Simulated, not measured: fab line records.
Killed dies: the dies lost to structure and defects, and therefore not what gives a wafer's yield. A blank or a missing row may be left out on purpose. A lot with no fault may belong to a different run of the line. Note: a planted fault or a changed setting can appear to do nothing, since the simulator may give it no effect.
Chamber matching :: flow nand_harc :: NHARC_P_BONDPAD_ACTIVATE_29 on rie_diel-11: 4 sister chambers
The step chemistry N2, time 60 s. 24 wafers are shown with their chamber, then 12 later ones without.

## EACH WAFER AND ITS CHAMBER
wafer: L074.1
chamber: 1
showerhead_plenum_p_Torr (Torr): 1.71
drypump_motor_current_A (A): 6.1
oes_product_au (a.u.): 0.997

wafer: L074.2
chamber: 2
showerhead_plenum_p_Torr (Torr): 1.91
drypump_motor_current_A (A): 6.0
oes_product_au (a.u.): 1.027

wafer: L074.5
chamber: 3
showerhead_plenum_p_Torr (Torr): 1.89
drypump_motor_current_A (A): 5.1
oes_product_au (a.u.): 0.991

wafer: L076.1
chamber: 2
showerhead_plenum_p_Torr (Torr): 1.91
drypump_motor_current_A (A): 6.0
oes_product_au (a.u.): 1.033

wafer: L076.3
chamber: 0
showerhead_plenum_p_Torr (Torr): 1.83
drypump_motor_current_A (A): 6.7
oes_product_au (a.u.): 1.028

wafer: L076.6
chamber: 0
showerhead_plenum_p_Torr (Torr): 1.83
drypump_motor_current_A (A): 6.7
oes_product_au (a.u.): 1.041

wafer: L081.2
chamber: 0
showerhead_plenum_p_Torr (Torr): 1.83
drypump_motor_current_A (A): 6.7
oes_product_au (a.u.): 1.036

wafer: L081.4
chamber: 1
showerhead_plenum_p_Torr (Torr): 1.70
drypump_motor_current_A (A): 6.1
oes_product_au (a.u.): 0.992

wafer: L081.5
chamber: 3
showerhead_plenum_p_Torr (Torr): 1.89
drypump_motor_current_A (A): 5.1
oes_product_au (a.u.): 0.989

wafer: L082.2
chamber: 3
showerhead_plenum_p_Torr (Torr): 1.89
drypump_motor_current_A (A): 5.1
oes_product_au (a.u.): 0.985

wafer: L082.4
chamber: 1
showerhead_plenum_p_Torr (Torr): 1.70
drypump_motor_current_A (A): 6.1
oes_product_au (a.u.): 0.996

wafer: L082.6
chamber: 0
showerhead_plenum_p_Torr (Torr): 1.83
drypump_motor_current_A (A): 6.7
oes_product_au (a.u.): 1.025

wafer: L083.2
chamber: 0
showerhead_plenum_p_Torr (Torr): 1.83
drypump_motor_current_A (A): 6.7
oes_product_au (a.u.): 1.037

wafer: L083.3
chamber: 2
showerhead_plenum_p_Torr (Torr): 1.91
drypump_motor_current_A (A): 6.0
oes_product_au (a.u.): 1.010

wafer: L083.5
chamber: 1
showerhead_plenum_p_Torr (Torr): 1.70
drypump_motor_current_A (A): 6.1
oes_product_au (a.u.): 0.989

wafer: L084.1
chamber: 3
showerhead_plenum_p_Torr (Torr): 1.89
drypump_motor_current_A (A): 5.1
oes_product_au (a.u.): 0.988

wafer: L084.2
chamber: 2
showerhead_plenum_p_Torr (Torr): 1.91
drypump_motor_current_A (A): 6.0
oes_product_au (a.u.): 1.019

wafer: L084.3
chamber: 1
showerhead_plenum_p_Torr (Torr): 1.70
drypump_motor_current_A (A): 6.1
oes_product_au (a.u.): 0.995

wafer: L086.2
chamber: 2
showerhead_plenum_p_Torr (Torr): 1.91
drypump_motor_current_A (A): 6.0
oes_product_au (a.u.): 1.013

wafer: L086.4
chamber: 0
showerhead_plenum_p_Torr (Torr): 1.83
drypump_motor_current_A (A): 6.6
oes_product_au (a.u.): 1.033

wafer: L086.6
chamber: 0
showerhead_plenum_p_Torr (Torr): 1.83
drypump_motor_current_A (A): 6.7
oes_product_au (a.u.): 1.020

wafer: L089.2
chamber: 0
showerhead_plenum_p_Torr (Torr): 1.83
drypump_motor_current_A (A): 6.7
oes_product_au (a.u.): 1.001

wafer: L089.4
chamber: 0
showerhead_plenum_p_Torr (Torr): 1.83
drypump_motor_current_A (A): 6.7
oes_product_au (a.u.): 0.997

wafer: L089.5
chamber: 1
showerhead_plenum_p_Torr (Torr): 1.70
drypump_motor_current_A (A): 6.2
oes_product_au (a.u.): 0.984

SIGNATURES, as means of the wafers listed above
reading: showerhead_plenum_p_Torr
chamber 0: 1.8300
chamber 1: 1.7017
chamber 2: 1.9100
chamber 3: 1.8900
scatter within a chamber: 0.00204

reading: drypump_motor_current_A
chamber 0: 6.689
chamber 1: 6.117
chamber 2: 6.000
chamber 3: 5.100
scatter within a chamber: 0.0293

reading: oes_product_au
chamber 0: 1.02422
chamber 1: 0.99217
chamber 2: 1.02040
chamber 3: 0.98825
scatter within a chamber: 0.0111
Rule: a wafer's distance from a chamber is the root of the sum, over the readings, of the square of ((its reading less the chamber's mean) divided by the reading's scatter). The wafer belongs to the nearest chamber; if the next one is less than 2 further off, it can't be placed. The scatter is the square root of a quotient: the sum, over the shown wafers, of each reading's squared deviation from its chamber's mean, divided by wafers minus chambers.

## WAFERS WHOSE CHAMBER IS MISSING
wafer: L088.3
showerhead_plenum_p_Torr (Torr): 1.83
drypump_motor_current_A (A): 6.7
oes_product_au (a.u.): 1.018

wafer: L088.5
showerhead_plenum_p_Torr (Torr): 1.70
drypump_motor_current_A (A): 6.1
oes_product_au (a.u.): 1.003

wafer: L088.6
showerhead_plenum_p_Torr (Torr): 1.91
drypump_motor_current_A (A): 6.0
oes_product_au (a.u.): 0.997

wafer: L091.2
showerhead_plenum_p_Torr (Torr): 1.88
drypump_motor_current_A (A): 5.1
oes_product_au (a.u.): 0.998

wafer: L091.3
showerhead_plenum_p_Torr (Torr): 1.83
drypump_motor_current_A (A): 6.7
oes_product_au (a.u.): 0.990

wafer: L091.6
showerhead_plenum_p_Torr (Torr): 1.89
drypump_motor_current_A (A): 5.1
oes_product_au (a.u.): 0.981

wafer: L095.1
showerhead_plenum_p_Torr (Torr): 1.91
drypump_motor_current_A (A): 6.0
oes_product_au (a.u.): 1.001

wafer: L095.4
showerhead_plenum_p_Torr (Torr): 1.70
drypump_motor_current_A (A): 6.1
oes_product_au (a.u.): 0.987

wafer: L095.5
showerhead_plenum_p_Torr (Torr): 1.70
drypump_motor_current_A (A): 6.1
oes_product_au (a.u.): 0.989

wafer: L096.4
showerhead_plenum_p_Torr (Torr): 1.83
drypump_motor_current_A (A): 6.6
oes_product_au (a.u.): 0.985

wafer: L096.5
showerhead_plenum_p_Torr (Torr): 1.88
drypump_motor_current_A (A): 5.1
oes_product_au (a.u.): 0.976

wafer: L096.6
showerhead_plenum_p_Torr (Torr): 1.90
drypump_motor_current_A (A): 6.0
oes_product_au (a.u.): 0.991

## CHAMBER TAKEN BY EACH
wafer: L088.3
from the rows above: 0
in truth: 0

wafer: L088.5
from the rows above: 1
in truth: 1

wafer: L088.6
from the rows above: 2
in truth: 2

wafer: L091.2
from the rows above: 3
in truth: 3

wafer: L091.3
from the rows above: 0
in truth: 0

wafer: L091.6
from the rows above: 3
in truth: 3

wafer: L095.1
from the rows above: 2
in truth: 2

wafer: L095.4
from the rows above: 1
in truth: 1

wafer: L095.5
from the rows above: 1
in truth: 1

wafer: L096.4
from the rows above: 0
in truth: 0

wafer: L096.5
from the rows above: 3
in truth: 3

wafer: L096.6
from the rows above: 2
in truth: 2
12 of 12 placed correctly. Left unplaced by these rows: 0. 0 placed wrongly.
